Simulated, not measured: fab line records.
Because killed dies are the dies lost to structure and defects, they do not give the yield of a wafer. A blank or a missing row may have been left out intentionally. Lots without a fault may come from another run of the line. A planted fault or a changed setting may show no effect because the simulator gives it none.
Matching of chambers    flow nandHarc    4 sister chambers for NHARC_A_CONTACT_ALD_18 on aldMetal-03
The step deposits TiN, target thk 3 nm, pulse time 1 s, ald cycles 150. 8 wafers are shown with their chamber, then 9 later ones without.

== WAFERS WITH THEIR CHAMBER ==
wafer   chamber  heaterPowerW (W)  susceptorTempC (C)
L075.6  3        936               450.01
L085.1  3        958               449.85
L090.1  1        1100              450.32
L090.4  2        904               449.72
L090.5  0        1242              449.69
L091.1  2        939               449.62
L091.2  1        1121              450.05
L091.3  0        1250              450.35

== WAFERS WITHOUT THEIR CHAMBER ==
wafer   heaterPowerW (W)  susceptorTempC (C)
L094.1  1072              449.98
L094.2  918               449.68
L094.5  1094              449.77
L095.3  913               449.66
L095.4  1105              449.91
L095.6  1230              450.00
L096.1  921               450.16
L096.2  1151              450.08
L096.6  1057              449.55

== CHAMBER TAKEN BY EACH ==
wafer    from the rows above       in truth
L094.1   1                         1
L094.2   can't be placed: 2 or 3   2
L094.5   1                         1
L095.3   can't be placed: 2 or 3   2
L095.4   1                         1
L095.6   0                         0
L096.1   can't be placed: 3 or 2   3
L096.2   1                         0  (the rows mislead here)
L096.6   1                         1
Placed correctly: 5 of 9. Not placeable from these rows: 3 (in 3, the candidates include the true chamber). 1 placed wrongly.
How it was worked out, from the rows above alone: a wafer's distance from a chamber is the root of the sum, over the readings, of the square of ((its reading less the chamber's mean) divided by the reading's scatter). The wafer belongs to the nearest chamber; if the next one is less than 2 further off, it can't be placed. For every chamber, the mean is computed from those of its wafers that are shown. The scatter: take each reading less its chamber's mean, square it, sum over the shown wafers, divide by the number of wafers less the number of chambers, and take the root.
